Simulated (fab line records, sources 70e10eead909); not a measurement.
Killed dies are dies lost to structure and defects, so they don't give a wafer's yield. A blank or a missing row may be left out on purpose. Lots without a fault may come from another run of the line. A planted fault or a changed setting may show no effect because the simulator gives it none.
Which tool did it? | flow nand_harc | 24 lots, 72 wafers sampled, at 4 steps of a route of 1159

WHAT THE GAUGES READ, wafer by wafer
NHARC_P_GATE_INSPECT_68.
lot  | measured     | on                | raw_defect_count
L074 | day 5 16:25  | defect_inspect-02 | 120 75 176
L075 | day 5 17:11  | defect_inspect-02 | 249 248 194
L076 | day 6 06:25  | defect_inspect-02 | 150 182 161
L077 | day 6 07:41  | defect_inspect-02 | 80 154 108
L079 | day 6 12:43  | defect_inspect-01 | 130 123 93
L078 | day 6 13:01  | defect_inspect-01 | 174 284 142
L081 | day 7 06:47  | defect_inspect-01 | 366 355 258
L082 | day 7 07:02  | defect_inspect-01 | 209 176 209
L080 | day 7 07:44  | defect_inspect-01 | 171 82 180
L083 | day 7 17:44  | defect_inspect-02 | 383 205 176
L084 | day 7 18:58  | defect_inspect-01 | 175 159 123
L086 | day 8 18:58  | defect_inspect-02 | 172 204 129
L085 | day 8 20:00  | defect_inspect-02 | 199 192 263
L087 | day 8 20:53  | defect_inspect-01 | 118 132 122
L088 | day 9 01:44  | defect_inspect-02 | 100 127 154
L089 | day 9 06:54  | defect_inspect-01 | 127 116 112
L090 | day 9 14:39  | defect_inspect-01 | 86 119 119
L091 | day 9 20:02  | defect_inspect-01 | 141 184 211
L093 | day 10 01:07 | defect_inspect-02 | 121 309 165
L092 | day 10 02:01 | defect_inspect-02 | 133 190 179
L095 | day 10 18:26 | defect_inspect-02 | 161 160 142
L094 | day 10 19:01 | defect_inspect-01 | 161 205 196
L096 | day 11 01:30 | defect_inspect-01 | 93 153 126
L097 | day 11 02:08 | defect_inspect-01 | 133 147 202

NHARC_P_CONTACT_CD_MEAS_12: target cd 90 nm.
lot  | measured     | on        | cd_nm (nm)
L074 | day 5 18:02  | cd_sem-01 | 90.9 90.7 91.0
L075 | day 5 19:11  | cd_sem-03 | 90.0 90.0 90.3
L076 | day 6 07:54  | cd_sem-03 | 90.9 90.7 90.8
L077 | day 6 09:11  | cd_sem-01 | 89.9 90.3 90.9
L079 | day 6 14:20  | cd_sem-03 | 89.9 89.8 89.6
L078 | day 6 15:10  | cd_sem-01 | 89.8 90.0 89.5
L081 | day 7 08:24  | cd_sem-02 | 89.4 89.4 90.3
L082 | day 7 08:39  | cd_sem-02 | 90.0 89.5 90.6
L080 | day 7 09:21  | cd_sem-01 | 90.3 88.9 89.8
L083 | day 7 19:21  | cd_sem-03 | 90.1 90.5 89.8
L084 | day 7 20:35  | cd_sem-03 | 90.6 89.7 89.3
L086 | day 8 20:35  | cd_sem-03 | 89.6 90.1 90.3
L085 | day 8 21:29  | cd_sem-02 | 90.1 90.8 89.8
L087 | day 8 22:29  | cd_sem-01 | 89.3 89.0 89.1
L088 | day 9 03:15  | cd_sem-02 | 90.9 90.9 90.5
L089 | day 9 08:25  | cd_sem-02 | 90.0 88.5 88.5
L090 | day 9 16:19  | cd_sem-03 | 91.0 89.6 90.2
L091 | day 9 21:40  | cd_sem-01 | 90.4 89.5 90.5
L093 | day 10 02:36 | cd_sem-02 | 89.6 89.8 89.1
L092 | day 10 03:37 | cd_sem-02 | 90.2 89.1 89.9
L095 | day 10 20:02 | cd_sem-02 | 90.2 89.3 90.0
L094 | day 10 20:37 | cd_sem-02 | 90.3 90.3 90.2
L096 | day 11 03:12 | cd_sem-03 | 89.1 89.7 89.9
L097 | day 11 03:46 | cd_sem-03 | 90.3 90.9 90.2

WHICH TOOL RAN EACH LOT (tool, then ch and the chambers of the sampled wafers, then the start)
lot  | NHARC_P_GATE_STRIP_95                | NHARC_P_GATE_RTA_80
L074 | plasma_asher-01 ch 0,1, day 5 14:34  | rtp_anneal-02 ch 0, day 5 15:45
L075 | plasma_asher-02 ch 0,1, day 5 15:14  | rtp_anneal-02 ch 0, day 5 16:32
L076 | plasma_asher-02 ch 0,1, day 6 04:32  | rtp_anneal-01 ch 0, day 6 05:41
L077 | plasma_asher-01 ch 0,1, day 6 05:53  | rtp_anneal-01 ch 0, day 6 07:02
L079 | plasma_asher-01 ch 0, day 6 10:52    | rtp_anneal-01 ch 0, day 6 12:03
L078 | plasma_asher-02 ch 0,1, day 6 11:13  | rtp_anneal-01 ch 0, day 6 12:24
L081 | plasma_asher-01 ch 0,1, day 7 04:32  | rtp_anneal-01 ch 0, day 7 05:57
L082 | plasma_asher-02 ch 0,1, day 7 04:57  | rtp_anneal-01 ch 0, day 7 06:23
L080 | plasma_asher-01 ch 0,1, day 7 05:30  | rtp_anneal-01 ch 0, day 7 07:01
L083 | plasma_asher-02 ch 0,1, day 7 15:55  | rtp_anneal-01 ch 0, day 7 17:07
L084 | plasma_asher-01 ch 0,1, day 7 16:38  | rtp_anneal-01 ch 0, day 7 18:08
L086 | plasma_asher-01 ch 0,1, day 8 17:08  | rtp_anneal-02 ch 0, day 8 18:17
L085 | plasma_asher-01 ch 0, day 8 18:11    | rtp_anneal-01 ch 0, day 8 19:22
L087 | plasma_asher-01 ch 0,1, day 8 18:58  | rtp_anneal-02 ch 0, day 8 20:07
L088 | plasma_asher-01 ch 0,1, day 8 23:54  | rtp_anneal-02 ch 0, day 9 01:08
L089 | plasma_asher-02 ch 1, day 9 05:05    | rtp_anneal-01 ch 0, day 9 06:15
L090 | plasma_asher-02 ch 0,1, day 9 12:48  | rtp_anneal-01 ch 0, day 9 13:59
L091 | plasma_asher-02 ch 0,1, day 9 18:13  | rtp_anneal-02 ch 0, day 9 19:22
L093 | plasma_asher-02 ch 0,1, day 9 23:14  | rtp_anneal-02 ch 0, day 10 00:28
L092 | plasma_asher-02 ch 0,1, day 10 00:10 | rtp_anneal-02 ch 0, day 10 01:23
L095 | plasma_asher-02 ch 0,1, day 10 16:37 | rtp_anneal-02 ch 0, day 10 17:47
L094 | plasma_asher-01 ch 0,1, day 10 17:13 | rtp_anneal-01 ch 0, day 10 18:25
L096 | plasma_asher-01 ch 0,1, day 10 23:34 | rtp_anneal-02 ch 0, day 11 00:54
L097 | plasma_asher-02 ch 0,1, day 11 00:05 | rtp_anneal-02 ch 0, day 11 01:28
- NHARC_P_GATE_STRIP_95: strips in O2.
- NHARC_P_GATE_RTA_80: time 30 s.

WHAT THE TOOLS THEMSELVES READ (means of the sampled wafers that have a number; where no wafer has one, the mark that the record gives instead)
NHARC_P_GATE_STRIP_95.
lot  | tool            | drypump_motor_current_A (A) | heater_power_w (W) | temp_c (C)
L074 | plasma_asher-01 | 5.61                        | 353                | 249.96
L075 | plasma_asher-02 | 5.91                        | 304                | 249.88
L076 | plasma_asher-02 | 5.93                        | 269                | 250.05
L077 | plasma_asher-01 | 5.47                        | 340                | 250.02
L079 | plasma_asher-01 | 5.69                        | 370                | 249.99
L078 | plasma_asher-02 | 5.90                        | 272                | 250.05
L081 | plasma_asher-01 | 5.58                        | 349                | 249.96
L082 | plasma_asher-02 | 5.91                        | 305                | 250.00
L080 | plasma_asher-01 | 5.49                        | 334                | 250.04
L083 | plasma_asher-02 | 5.93                        | 270                | 249.99
L084 | plasma_asher-01 | 5.58                        | 354                | 250.11
L086 | plasma_asher-01 | 5.56                        | 353                | 249.90
L085 | plasma_asher-01 | 5.71                        | 375                | 249.89
L087 | plasma_asher-01 | 5.60                        | 357                | 249.95
L088 | plasma_asher-01 | 5.59                        | 353                | 250.16
L089 | plasma_asher-02 | 5.88                        | 325                | 250.00
L090 | plasma_asher-02 | 5.91                        | 284                | 250.18
L091 | plasma_asher-02 | 5.92                        | 280                | 250.11
L093 | plasma_asher-02 | 5.91                        | 303                | 250.01
L092 | plasma_asher-02 | 5.90                        | 282                | 250.03
L095 | plasma_asher-02 | 5.93                        | 281                | 250.04
L094 | plasma_asher-01 | 5.45                        | 335                | 250.16
L096 | plasma_asher-01 | 5.58                        | 353                | 249.86
L097 | plasma_asher-02 | 5.88                        | 308                | 250.01

NHARC_P_GATE_RTA_80.
lot  | tool          | lamp_zone_7_pct (%) | wafer_temp_C_max
L074 | rtp_anneal-02 | 2.33                | 301.5
L075 | rtp_anneal-02 | 2.34                | 301.4
L076 | rtp_anneal-01 | 2.00                | 302.2
L077 | rtp_anneal-01 | 2.01                | 302.0
L079 | rtp_anneal-01 | 2.00                | 302.6
L078 | rtp_anneal-01 | 2.00                | 302.7
L081 | rtp_anneal-01 | 2.00                | 302.7
L082 | rtp_anneal-01 | 2.00                | 302.4
L080 | rtp_anneal-01 | 2.00                | 302.2
L083 | rtp_anneal-01 | 2.00                | 302.5
L084 | rtp_anneal-01 | 2.00                | 302.3
L086 | rtp_anneal-02 | 2.33                | 301.2
L085 | rtp_anneal-01 | 2.00                | 303.0
L087 | rtp_anneal-02 | 2.33                | 301.2
L088 | rtp_anneal-02 | 2.33                | 301.4
L089 | rtp_anneal-01 | 2.00                | 302.4
L090 | rtp_anneal-01 | 2.00                | 302.3
L091 | rtp_anneal-02 | 2.33                | 300.9
L093 | rtp_anneal-02 | 2.33                | 301.3
L092 | rtp_anneal-02 | 2.33                | 301.6
L095 | rtp_anneal-02 | 2.33                | 301.2
L094 | rtp_anneal-01 | 2.00                | 302.2
L096 | rtp_anneal-02 | 2.33                | 301.4
L097 | rtp_anneal-02 | 2.33                | 301.3

THE ANSWER, worked out from the rows above alone
Rule: what is usual is taken from the lots themselves. Put in order of their means at a reading, lots are off if they are a third of the lots or fewer, leave a main group of 4 or more, and stand apart from it by a gap of 3 or more times the standard deviation of the main group's means; of several such gaps the widest counts. A main group whose means are all the same, to the digits that the tables above print for the reading, isn't used. A lot without any number at a reading at which 4 lots or more have one is off too. The other lots that the step has rows for count as sound. The gauges are gone through in route order, then the tools' own readings, and for those a lot's mean is taken as printed above. The first step at which some lot is off is used, and at that step the reading that is off furthest; a lot without a number counts as furthest.
No lot is off at any reading shown: from this, nothing can be told.

WHAT THE SIMULATOR HAD PUT IN
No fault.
